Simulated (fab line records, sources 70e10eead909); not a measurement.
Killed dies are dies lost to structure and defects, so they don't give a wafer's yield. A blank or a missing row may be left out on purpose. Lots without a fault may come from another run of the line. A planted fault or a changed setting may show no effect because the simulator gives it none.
Which tool did it? | flow nand_harc | 7 lots, 21 wafers sampled, at 3 steps of a route of 1302

WHAT THE GAUGES READ, wafer by wafer
NHARC_A_ONON_D2_THK_MEAS_14: measures by ellipsometry.
lot  | measured     | on            | thk_nm (nm)
L114 | day 13 00:59 | film_metro-01 | 1008 1007 1010
L120 | day 14 21:17 | film_metro-02 | 994 994 995
L124 | day 16 20:07 | film_metro-01 | 992 993 993
L128 | day 18 11:47 | film_metro-02 | 680 680 679
L130 | day 19 09:35 | film_metro-01 | 1000 999 1001
L134 | day 21 01:04 | film_metro-01 | 993 995 994
L137 | day 22 01:01 | film_metro-02 | 1010 1012 1010

WHICH TOOL RAN EACH LOT (tool, then ch and the chambers of the sampled wafers, then the start)
lot  | NHARC_A_CHANNEL_FILL_D1_ALD_16   | NHARC_A_ONON_D2_DEP_12
L114 | ald_hk-02 ch 0,3, day 10 01:26   | pecvd_onon-03 ch 0, day 13 00:35
L120 | ald_hk-02 ch 0,2,3, day 11 16:56 | pecvd_onon-04 ch 0, day 14 20:46
L124 | ald_hk-02 ch 1,2,3, day 13 12:46 | pecvd_onon-03 ch 0, day 16 19:35
L128 | ald_hk-01 ch 1,3, day 15 08:04   | pecvd_onon-04 ch 0, day 18 11:23
L130 | ald_hk-04 ch 0,1,3, day 16 05:09 | pecvd_onon-01 ch 0, day 19 09:12
L134 | ald_hk-01 ch 0,1, day 17 22:47   | pecvd_onon-01 ch 0, day 21 00:34
L137 | ald_hk-04 ch 0,1,3, day 18 22:55 | pecvd_onon-01 ch 0, day 22 00:31
- NHARC_A_CHANNEL_FILL_D1_ALD_16: deposits SiO2, target thk 1.5 nm, pulse time 10 s, ald cycles 15.
- NHARC_A_ONON_D2_DEP_12: target thk 1000 nm.

THE ANSWER, worked out from the rows above alone
Rule: what is usual is taken from the lots themselves. Put in order of their means at a reading, lots are off if they are a third of the lots or fewer, leave a main group of 4 or more, and stand apart from it by a gap of 3 or more times the standard deviation of the main group's means; of several such gaps the widest counts. A main group whose means are all the same, to the digits that the tables above print for the reading, isn't used. A lot without any number at a reading at which 4 lots or more have one is off too. The other lots that the step has rows for count as sound.
Off: L128, at NHARC_A_ONON_D2_THK_MEAS_14 (thk_nm). The main group: mean 1000 nm, standard deviation 7.1.
A tool fits if, at a process step before that reading, it ran every lot that is off, and no sound lot after the first of them. The gauges at NHARC_A_ONON_D2_THK_MEAS_14 are tried like those tools. One fits: pecvd_onon-04 at NHARC_A_ONON_D2_DEP_12. Its last sound lot is L120 (day 14 20:46), its first lot that is off L128 (day 18 11:23): a fault that began between those two fits.

WHAT THE SIMULATOR HAD PUT IN
Process parameter drift: pecvd_onon-04, from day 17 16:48 on, at NHARC_A_ONON_D2_DEP_12. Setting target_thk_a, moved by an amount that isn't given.
Lots struck among those shown: L128. The rule above found the same.
